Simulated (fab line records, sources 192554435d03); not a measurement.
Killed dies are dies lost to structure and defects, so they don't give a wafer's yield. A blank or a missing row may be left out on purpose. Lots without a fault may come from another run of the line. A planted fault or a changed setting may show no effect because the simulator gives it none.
fab line records | flow n5_finfet | part 1 of 2: steps 1 to 16 of 21
record lots=5 wafers=15 last_day=18
route steps=1938 shown FIN_SAQP@119
lots that met no fault: from a run of the same line without faults
start_h: hours from the record's first day to the start of the lot's first wafer shown | wait_h: hours since the lot's step before | " the same as in the row above | L1.1+2: a row that stands for several wafers | - no value, or no start given | * or withheld: withheld | < > ~ a bound
route shown NAME@n: a module of which the file shows steps, and the number in the route of the first | usual: mean/standard deviation of fault-free wafers | same: alike in all rows | chamber/n: place in a boat | sites: the reading at each site | _std_site: their standard deviation | _edge_site: outer sites' mean less inner sites' | radius_mm: how far each site lies from the wafer's centre | mask NAME#n: copy n | behind: the tool/chamber that last shaped the wafer | hold: why the lot was held/for how many hours/how that ended | device: the transistor (n, p or np) that didn't switch | end of line: the same wafers' tests at the end of the route | a step without rows: its recipe alone | killed: dies lost to structure and defects at the first sort, not the wafer's yield | map: a wafer's dies, x killed, . not, _ none there
set.NAME: the setting as run; set.NAME@STEP: as run at that earlier step | model.NAME: the simulator's own value behind a step, which no gauge read
lots at some steps of the route; a table a step, a row a wafer
services: from which hour (start_h, from the record's first day; less than 0 if before it) a tool's chamber was out of use, for how many hours, and why
## steps
# step N5_FIN_SAQP_STRIP_74
# recipe chemistry=CHF3/O2 resist=SiARC rf_frequency_hz=6e+07
# columns lot.wafer tool chamber start_h wait_h
L077.2+4+5 rie_diel-06 1,0,2 39.92 0.0
L084.2+3+5 rie_diel-02 0,2,2 82.62 0.0
L088.2+4+6 rie_diel-05 3,2,2 105.49 0.0
L092.1+3+5 rie_diel-05 3,1,3 130.81 0.0
L095.3+5+6 rie_diel-05 1,1,2 148.05 0.0
# step N5_FIN_SAQP_MANDREL_ETCH_22
# recipe target_depth_a=600 chemistry=HBr/Cl2 target=a-Si stop_on=SiNx bt_time_s=10 over_etch_frac=0.5 time_s=30 pressure_mtorr=10 icp_w=800 bias_w=75 HBr_flow_sccm=150 Cl2_flow_sccm=80 ends=end_point
# usual chamber_pressure_mTorr=10.002/0.0092 drypump_motor_current_A=5.4/0.38 oes_product_au=0.765/0.017 throttle_valve_pct=35.6/0.42
# columns lot.wafer tool chamber start_h wait_h chamber_pressure_mTorr drypump_motor_current_A oes_product_au rf_hours_counter_h throttle_valve_pct
L077.2 rie_si-03 2 39.95 0.0 10.007 5.0 0.768 196 36.4
L077.4 " 3 " " 10.004 5.5 0.800 157 35.7
L077.5 " 2 " " 10.009 5.0 0.771 - 36.3
L084.2 rie_si-03 2 82.65 0.0 10.013 4.9 0.771 196 36.4
L084.3 " 3 " " 9.991 5.5 0.798 158 35.7
L084.5 " 2 " " 10.007 5.0 0.751 - 36.4
L088.2 rie_si-03 0 105.52 0.0 9.981 5.6 0.778 61 34.8
L088.4 " 1 " " 10.002 5.2 0.758 123 35.4
L088.6 " 0 " " 10.010 5.6 0.789 - 34.8
L092.1 rie_si-01 1 130.85 0.0 9.983 5.8 0.764 113 35.7
L092.3 " 2 " " 10.003 4.9 0.745 144 35.7
L092.5 " 2 " " 9.992 4.9 0.752 - 35.7
L095.3 rie_si-01 3 148.09 0.0 10.004 5.3 0.760 6 35.1
L095.5 " 3 " " 10.003 5.4 0.764 - 35.1
L095.6 " 2 " " 9.999 4.9 0.759 - 35.7
# step N5_FIN_SAQP_STRIP_55
# recipe chemistry=N2/H2 power_w=500 temp_c=40 pressure_mtorr=50 rf_frequency_hz=6e+07 overash_fraction=0.3 bias_power_w=28 h2_frac=0.5 n2_flow_sccm=300 h2_flow_sccm=300
# usual chamber_pressure_mTorr=50.01/0.069 drypump_motor_current_A=5.6/0.54 h2_flow_sccm=300.1/1 oes_product_au=0.78/0.085 rf_vpp_V=122.0/1.3 showerhead_plenum_p_Torr=3.39/0.091 throttle_valve_pct=18.8/0.44
# columns lot.wafer tool chamber start_h wait_h chamber_pressure_mTorr drypump_motor_current_A h2_flow_sccm oes_product_au rf_hours_counter_h rf_vpp_V showerhead_plenum_p_Torr throttle_valve_pct
L077.2 rie_diel-05 1 40.09 0.1 50.02 4.9 302.0 0.74 138 122.0 3.37 18.8
L077.4 " 0 " " 49.93 6.3 300.4 0.85 - 122.5 3.23 18.3
L077.5 " 2 " " 50.00 6.0 298.4 0.93 - 120.2 3.29 18.2
L084.2 rie_diel-06 2 82.75 0.1 49.94 5.4 300.1 0.70 230 123.9 3.43 18.6
L084.3 " 3 " " 50.08 4.8 298.2 1.00 1 121.0 3.31 18.5
L084.5 " 2 " " 49.99 5.4 300.9 0.70 - 122.6 3.43 18.6
L088.2 rie_diel-05 2 105.62 0.1 49.90 5.9 298.9 0.89 31 120.5 3.28 18.2
L088.4 " 3 " " 49.95 5.6 300.0 0.71 211 121.5 3.45 18.7
L088.6 " 0 " " 50.01 6.3 301.0 0.82 - 118.4 3.22 18.3
L092.1 rie_diel-05 2 130.94 0.1 50.00 6.0 298.8 0.87 39 120.1 3.28 18.2
L092.3 " 1 " " 49.94 4.9 299.3 0.72 167 123.2 3.36 18.8
L092.5 " 1 " " 49.92 4.9 299.7 0.72 - 121.1 3.36 18.8
L095.3 rie_diel-05 2 148.18 0.1 50.04 5.9 299.6 0.86 46 124.9 3.27 18.3
L095.5 " 1 " " 50.01 4.9 299.5 0.72 - 120.2 3.35 18.8
L095.6 " 0 " " 50.07 6.3 299.5 0.82 - 120.5 3.21 18.3
# step N5_FIN_SAQP_STRIP_23
# recipe chemistry=SPM time_s=750 temp_c=130 h2so4_h2o2_vol_ratio=4
# usual bath_guard_temp_C=130.1/0.53
# columns lot.wafer tool chamber start_h wait_h bath_guard_temp_C
L077.2 wet_bench-02 2 40.15 - 129.6
L077.4 " 1 " " 130.3
L077.5 " 0 " " 129.2
L084.2 wet_bench-06 0 82.81 - 129.8
L084.3 " 2 " " 130.7
L084.5 " 4 " " 130.3
L088.2 wet_bench-04 0 105.69 - 130.8
L088.4 " 1 " " 129.4
L088.6 " 4 " " 130.9
L092.1 wet_bench-04 2 131.02 - 130.8
L092.3 " 5 " " 130.0
L092.5 " 3 " " 130.9
L095.3 wet_bench-04 6 148.25 - 130.0
L095.5 " 5 " " 130.4
L095.6 " 1 " " 129.3
# step N5_FIN_SAQP_SRD_66
# recipe dry=ipa_marangoni time_s=30 temp_c=23 rinse_liquid=diw
# columns lot.wafer tool chamber start_h wait_h
L077.2+4+5 wet_bench-02 2,1,0 40.36 0.0
L084.2+3+5 wet_bench-06 0,2,4 83.02 0.0
L088.2+4+6 wet_bench-04 0,1,4 105.91 0.0
L092.1+3+5 wet_bench-04 2,5,3 131.22 0.0
L095.3+5+6 wet_bench-04 6,5,1 148.46 0.0
# step N5_FIN_SAQP_RECESS_75
# recipe chemistry=HF/NH3 target=SiO2 target_depth_a=144 afs_cycles=3 temp_c=30 sublimation_temp_c=180 sublimation_time_s=60
# usual drypump_motor_current_A=5.70/0.26
# columns lot.wafer tool chamber start_h wait_h drypump_motor_current_A
L077.2 vapor_etch-01 1 41.02 0.6 5.83
L077.4 " 1 " " 5.79
L077.5 " 1 " " 5.83
L084.2 vapor_etch-01 0 83.07 0.0 5.79
L084.3 " 0 " " 5.71
L084.5 " 1 " " 5.79
L088.2 vapor_etch-01 0 105.96 0.0 5.82
L088.4 " 1 " " 5.80
L088.6 " 1 " " 5.77
L092.1 vapor_etch-01 0 131.27 0.0 5.76
L092.3 " 0 " " 5.82
L092.5 " 0 " " 5.79
L095.3 vapor_etch-01 1 148.63 0.1 5.77
L095.5 " 0 " " 5.79
L095.6 " 1 " " 5.78
# step N5_FIN_SAQP_SPACER1_ALD_24
# recipe material=SiO2 target_thk_a=203 temp_c=300 ald_precursor_family=BDEAS ald_co_reactant=O2-plasma pulse_time_s=1 purge_time_s=2 co_reactant_purge_time_s=2 ald_cycles=218 pressure_torr=2
# usual heater_power_w=471/44 precursor_pulse_height_rel=0.998/0.019
# same co_reactant_purge_time_s=2
# columns lot.wafer tool chamber start_h wait_h heater_power_w precursor_pulse_height_rel
L077.2 ald_sin-01 0 41.64 0.5 457 1.018
L077.4 " 3 " " 472 0.993
L077.5 " 0 " " 439 1.001
L084.2 ald_sin-02 3 83.45 0.3 515 1.011
L084.3 " 1 " " 475 0.966
L084.5 " 3 " " 512 1.002
L088.2 ald_sin-03 1 106.35 0.3 428 0.998
L088.4 " 3 " " 399 1.004
L088.6 " 3 " " 391 1.019
L092.1 ald_sin-01 1 131.65 0.3 477 1.022
L092.3 " 3 " " 457 0.990
L092.5 " 3 " " 452 0.967
L095.3 ald_sin-01 0 149.17 0.4 460 1.006
L095.5 " 0 " " 448 0.999
L095.6 " 3 " " 446 0.989
# step N5_FIN_SAQP_SPACER1_ETCHBACK_25
# recipe chemistry=CHF3/O2 mode=anisotropic_etchback target=SiO2 target_depth_a=244 time_s=12.2 pressure_mtorr=30 source_w=650 bias_w=170 Ar_flow_sccm=200 CHF3_flow_sccm=50 O2_flow_sccm=5 ion_energy_ev=200
# usual chamber_pressure_mTorr=30.004/0.027 drypump_motor_current_A=5.6/0.54 oes_product_au=0.78/0.082 rf_vpp_V=517/13 showerhead_plenum_p_Torr=2.44/0.053 throttle_valve_pct=18.85/0.28
# columns lot.wafer tool chamber start_h wait_h chamber_pressure_mTorr drypump_motor_current_A oes_product_au rf_hours_counter_h rf_vpp_V showerhead_plenum_p_Torr throttle_valve_pct
L077.2 rie_diel-05 0 42.36 0.4 30.034 6.3 0.83 74 503 2.35 18.79
L077.4 " 0 " " 29.974 6.3 0.84 - 504 2.35 18.76
L077.5 " 1 " " 30.012 4.9 0.72 - 514 2.44 18.76
L084.2 rie_diel-06 3 84.17 0.4 29.992 4.8 0.98 1 535 2.37 18.35
L084.3 " 1 " " 29.971 6.5 0.88 44 523 2.45 18.37
L084.5 " 3 " " 29.960 4.8 0.98 - 533 2.37 18.32
L088.2 rie_diel-05 1 107.24 0.5 30.025 4.9 0.70 161 513 2.44 18.82
L088.4 " 2 " " 30.029 5.9 0.88 32 496 2.37 18.70
L088.6 " 0 " " 29.994 6.3 0.81 - 505 2.34 18.82
L092.1 rie_diel-02 0 132.37 0.4 30.024 6.2 0.70 203 539 2.49 19.30
L092.3 " 1 " " 30.023 5.7 0.79 118 522 2.42 19.10
L092.5 " 2 " " 29.998 5.1 0.72 - 518 2.50 19.05
L095.3 rie_diel-06 3 149.90 0.4 30.036 4.8 0.90 22 532 2.36 18.38
L095.5 " 1 " " 30.031 6.5 0.83 - 524 2.44 18.41
L095.6 " 0 " " 30.024 5.3 0.74 - 506 2.51 19.13
# step N5_FIN_SAQP_MANDREL1_REMOVE_56
# recipe chemistry=HBr/Cl2/O2 bt_time_s=10 target=a-Si stop_on=SiNx endpoint=OES-SiCl over_etch_frac=1 icp_w=600 bias_w=22 HBr_flow_sccm=150 Cl2_flow_sccm=80 O2_flow_sccm=5 pressure_mtorr=10
# usual chamber_pressure_mTorr=9.999/0.0092 drypump_motor_current_A=5.4/0.43 oes_product_au=0.992/0.018 throttle_valve_pct=36.9/0.35
# columns lot.wafer tool chamber start_h wait_h chamber_pressure_mTorr drypump_motor_current_A oes_product_au rf_hours_counter_h throttle_valve_pct
L077.2 rie_si-03 3 42.45 0.1 9.995 5.5 1.012 157 37.1
L077.4 " 1 " " 9.989 5.2 0.982 122 36.8
L077.5 " 2 " " 10.001 4.9 0.992 - 37.7
L084.2 rie_si-02 2 84.26 0.1 10.008 5.2 0.984 2 37.3
L084.3 " 0 " " 9.980 5.2 0.992 25 37.0
L084.5 " 2 " " 9.983 5.2 0.986 - 37.3
L088.2 rie_si-01 3 107.33 0.1 10.013 5.3 0.963 5 36.5
L088.4 " 1 " " 9.990 5.8 0.992 112 37.0
L088.6 " 3 " " 9.995 5.3 0.956 - 36.5
L092.1 rie_si-03 0 132.46 0.1 10.025 5.6 1.050 62 36.1
L092.3 " 1 " " 10.003 5.2 0.986 124 36.7
L092.5 " 1 " " 10.006 5.2 0.989 - 36.7
L095.3 rie_si-02 1 149.99 0.1 10.005 5.3 0.995 124 36.9
L095.5 " 3 " " 10.007 5.8 0.968 - 36.7
L095.6 " 0 " " 9.998 5.1 0.986 - 37.0
# step N5_FIN_SAQP_CD_MEAS_27
# recipe target_cd_nm=20 landing_energy_ev=1000 detector=se_inlens polarity=line
# usual cd_nm=20.24/0.25
# columns lot.wafer tool chamber start_h wait_h cd_nm
L077.2 cd_sem-02 0 42.56 0.1 20.33
L077.4 " 0 " " 20.54
L077.5 " 0 " " 20.07
L084.2 cd_sem-02 0 84.37 0.1 20.07
L084.3 " 0 " " 20.90
L084.5 " 0 " " 19.76
L088.2 cd_sem-02 0 107.44 0.1 20.22
L088.4 " 0 " " 20.31
L088.6 " 0 " " 20.20
L092.1 cd_sem-01 0 132.57 0.1 20.01
L092.3 " 0 " " 20.10
L092.5 " 0 " " 20.02
L095.3 cd_sem-01 0 150.10 0.1 20.48
L095.5 " 0 " " 20.14
L095.6 " 0 " " 20.28
# step N5_FIN_SAQP_ETCH_57
# recipe chemistry=CH3F/O2 target=SiNx mask_material=SiO2 target_depth_a=325 time_s=46.4 pressure_mtorr=30 source_w=395 bias_w=73 Ar_flow_sccm=150 CH3F_flow_sccm=30 O2_flow_sccm=20 ion_energy_ev=120 ends=cleared
# usual chamber_pressure_mTorr=29.997/0.028 drypump_motor_current_A=5.6/0.54 etch_rf_on_time_s=46.6/1.3 oes_product_au=0.66/0.07 rf_vpp_V=295/7.4 showerhead_plenum_p_Torr=2.03/0.046 throttle_valve_pct=16.3/0.31
# columns lot.wafer tool chamber start_h wait_h chamber_pressure_mTorr drypump_motor_current_A etch_rf_on_time_s oes_product_au rf_hours_counter_h rf_vpp_V showerhead_plenum_p_Torr throttle_valve_pct
L077.2 rie_diel-02 2 42.60 0.0 30.012 5.1 45.2 0.64 147 293 2.09 16.4
L077.4 " 0 " " 29.974 6.2 46.8 0.63 - 306 2.08 16.7
L077.5 " 2 " " 30.064 5.1 44.8 0.65 - 294 2.09 16.4
L084.2 rie_diel-05 0 84.42 0.0 30.023 6.3 45.9 0.70 87 287 1.94 16.2
L084.3 " 3 " " 30.025 5.6 47.0 0.61 205 300 2.06 16.3
L084.5 " 0 " " 30.010 6.3 46.4 0.70 - 286 1.94 16.2
L088.2 rie_diel-02 2 107.53 0.1 29.987 5.1 45.5 0.62 169 293 2.08 16.4
L088.4 " 3 " " 29.975 5.3 49.2 0.59 223 284 2.05 16.7
L088.6 " 2 " " 30.019 5.1 47.4 0.63 - 294 2.08 16.5
L092.1 rie_diel-06 2 132.62 0.0 30.002 5.4 48.0 0.58 247 301 2.03 16.5
L092.3 " 3 " " 30.015 4.8 47.1 0.80 16 303 1.96 15.7
L092.5 " 3 " " 29.999 4.8 47.2 0.78 - 301 1.96 15.8
L095.3 rie_diel-02 1 150.19 0.1 29.995 5.7 45.3 0.67 124 298 2.02 16.6
L095.5 " 1 " " 29.982 5.7 47.0 0.66 - 297 2.02 16.6
L095.6 " 0 " " 30.028 6.2 46.1 0.60 - 306 2.07 16.8
# step N5_FIN_SAQP_ETCH_65
# recipe chemistry=CF4 target=SiO2 target_depth_a=40 ion_energy_ev=350 time_s=4.4 pressure_mtorr=10 icp_w=800 bias_w=400 cf4_flow_sccm=80
# usual chamber_pressure_mTorr=10.000/0.0083 drypump_motor_current_A=5.5/0.49 oes_product_au=0.990/0.024 throttle_valve_pct=21.95/0.24
# columns lot.wafer tool chamber start_h wait_h chamber_pressure_mTorr drypump_motor_current_A oes_product_au rf_hours_counter_h throttle_valve_pct
L077.2 rie_si-01 0 42.71 0.1 10.004 6.6 0.989 6 22.12
L077.4 " 3 " " 9.985 5.3 0.982 4 21.61
L077.5 " 0 " " 10.002 6.6 0.995 - 22.14
L084.2 rie_si-03 1 84.52 0.1 10.012 5.2 0.955 123 21.99
L084.3 " 3 " " 9.982 5.5 1.018 158 22.25
L084.5 " 2 " " 10.006 4.9 0.959 - 22.04
L088.2 rie_si-02 2 107.64 0.1 10.006 5.1 1.002 3 22.01
L088.4 " 3 " " 9.990 5.8 0.967 154 21.55
L088.6 " 0 " " 10.002 5.1 0.955 - 22.14
L092.1 rie_si-01 0 132.73 0.1 10.004 6.6 0.990 8 22.13
L092.3 " 3 " " 10.005 5.3 0.991 5 21.61
L092.5 " 1 " " 9.997 5.8 1.005 - 21.90
L095.3 rie_si-01 2 150.30 0.1 9.991 4.9 1.002 145 22.31
L095.5 " 1 " " 10.000 5.8 1.006 - 21.87
L095.6 " 0 " " 9.995 6.7 0.990 - 22.13
# step N5_FIN_SAQP_MANDREL_ETCH_58
# recipe chemistry=HBr/Cl2 target=a-Si target_depth_a=450 bt_time_s=10 stop_on=SiNx mask_material=SiO2 over_etch_frac=0.8 time_s=27 pressure_mtorr=10 icp_w=800 bias_w=75 HBr_flow_sccm=150 Cl2_flow_sccm=80 ends=end_point
# usual chamber_pressure_mTorr=9.999/0.0083 drypump_motor_current_A=5.5/0.5 oes_product_au=0.696/0.012 throttle_valve_pct=35.8/0.4
# columns lot.wafer tool chamber start_h wait_h chamber_pressure_mTorr drypump_motor_current_A oes_product_au rf_hours_counter_h throttle_valve_pct
L077.2 rie_si-01 0 42.74 0.0 10.001 6.6 0.684 6 36.0
L077.4 " 3 " " 9.990 5.3 0.689 4 35.3
L077.5 " 0 " " 9.993 6.6 0.699 - 36.0
L084.2 rie_si-03 1 84.56 0.0 9.998 5.2 0.677 123 35.6
L084.3 " 3 " " 9.993 5.5 0.718 158 36.0
L084.5 " 2 " " 9.999 4.9 0.687 - 36.6
L088.2 rie_si-02 2 107.67 0.0 10.002 5.2 0.694 3 36.2
L088.4 " 3 " " 10.010 5.8 0.666 154 35.6
L088.6 " 0 " " 10.003 5.2 0.683 - 35.9
L092.1 rie_si-01 0 132.76 0.0 10.007 6.6 0.690 8 36.0
L092.3 " 3 " " 9.992 5.3 0.696 5 35.3
L092.5 " 1 " " 10.011 5.8 0.694 - 35.9
L095.3 rie_si-01 2 150.33 0.0 10.002 4.9 0.685 145 35.9
L095.5 " 1 " " 10.003 5.8 0.696 - 35.9
L095.6 " 0 " " 10.005 6.6 0.688 - 36.0
# step N5_FIN_SAQP_RECESS_63
# recipe chemistry=HF/NH3 target=SiO2 target_depth_a=180 afs_cycles=3 temp_c=30 sublimation_temp_c=180 sublimation_time_s=60
# usual drypump_motor_current_A=5.68/0.28
# columns lot.wafer tool chamber start_h wait_h drypump_motor_current_A
L077.2 vapor_etch-02 1 42.82 0.1 5.96
L077.4 " 1 " " 5.94
L077.5 " 0 " " 5.23
L084.2 vapor_etch-02 0 84.64 0.1 5.25
L084.3 " 1 " " 5.93
L084.5 " 1 " " 5.95
L088.2 vapor_etch-02 1 107.75 0.1 5.93
L088.4 " 1 " " 5.94
L088.6 " 1 " " 5.93
L092.1 vapor_etch-01 0 132.84 0.1 5.79
L092.3 " 1 " " 5.83
L092.5 " 0 " " 5.84
L095.3 vapor_etch-01 0 150.53 0.2 5.78
L095.5 " 1 " " 5.77
L095.6 " 0 " " 5.71
# step N5_FIN_SAQP_COAT_68
# recipe resist=SOC temp_c=250 time_s=60 spin_rpm=1500 resist_thk_nm=100
# usual dispense_pressure_kPa=49/4.9
# columns lot.wafer tool chamber start_h wait_h dispense_pressure_kPa
L077.2 litho_track-01 0 43.21 0.3 48
L077.4 " 0 " " 48
L077.5 " 0 " " 48
L084.2 litho_track-04 0 85.02 0.3 44
L084.3 " 0 " " 44
L084.5 " 0 " " 44
L088.2 litho_track-01 0 108.14 0.3 48
L088.4 " 0 " " 48
L088.6 " 0 " " 48
L092.1 litho_track-05 0 133.22 0.3 55
L092.3 " 0 " " 55
L092.5 " 0 " " 55
L095.3 litho_track-04 0 150.81 0.2 44
L095.5 " 0 " " 44
L095.6 " 0 " " 44
# step N5_FIN_SAQP_ETCH_69
# recipe chemistry=N2/H2 target=SOC target_depth_a=1500 stop_on=SiNx ion_energy_ev=100 bias_w=61 pressure_mtorr=30 source_w=850 n2_flow_sccm=200 h2_flow_sccm=200
# usual chamber_pressure_mTorr=29.998/0.028 drypump_motor_current_A=5.6/0.53 h2_flow_sccm=200.1/0.54 oes_product_au=0.76/0.074 rf_vpp_V=241.3/1.2 showerhead_plenum_p_Torr=2.59/0.063 throttle_valve_pct=17.8/0.31
# columns lot.wafer tool chamber start_h wait_h chamber_pressure_mTorr drypump_motor_current_A h2_flow_sccm oes_product_au rf_hours_counter_h rf_vpp_V showerhead_plenum_p_Torr throttle_valve_pct
L077.2 rie_diel-02 2 43.27 - 30.023 5.1 199.5 0.74 147 242.2 2.68 18.2
L077.4 " 1 " " 30.038 5.7 199.9 0.81 - 242.1 2.58 18.1
L077.5 " 2 " " 30.009 5.1 200.0 0.75 - 242.4 2.68 18.2
L084.2 rie_diel-02 1 85.09 - 29.986 5.8 200.3 0.80 101 241.9 2.58 18.2
L084.3 " 3 " " 30.037 5.3 199.9 0.69 216 242.1 2.61 18.0
L084.5 " 0 " " 30.000 6.1 200.4 0.72 - 240.7 2.64 18.2
L088.2 rie_diel-02 3 108.30 - 29.954 5.3 200.6 0.69 224 241.7 2.61 18.0
L088.4 " 2 " " 29.990 5.1 200.5 0.73 169 241.9 2.67 18.3
L088.6 " 3 " " 29.952 5.3 200.1 0.68 - 242.0 2.61 18.1
L092.1 rie_diel-02 1 133.29 - 30.046 5.8 199.5 0.78 119 240.8 2.57 18.2
L092.3 " 3 " " 30.021 5.3 199.2 0.68 234 242.4 2.60 18.1
L092.5 " 2 " " 29.988 5.1 200.8 0.72 - 243.6 2.67 18.3
L095.3 rie_diel-05 3 150.86 - 29.983 5.5 201.1 0.69 225 240.6 2.61 17.8
L095.5 " 3 " " 30.004 5.5 201.1 0.70 - 242.9 2.61 17.8
L095.6 " 2 " " 29.996 6.0 200.0 0.83 - 240.6 2.47 17.5
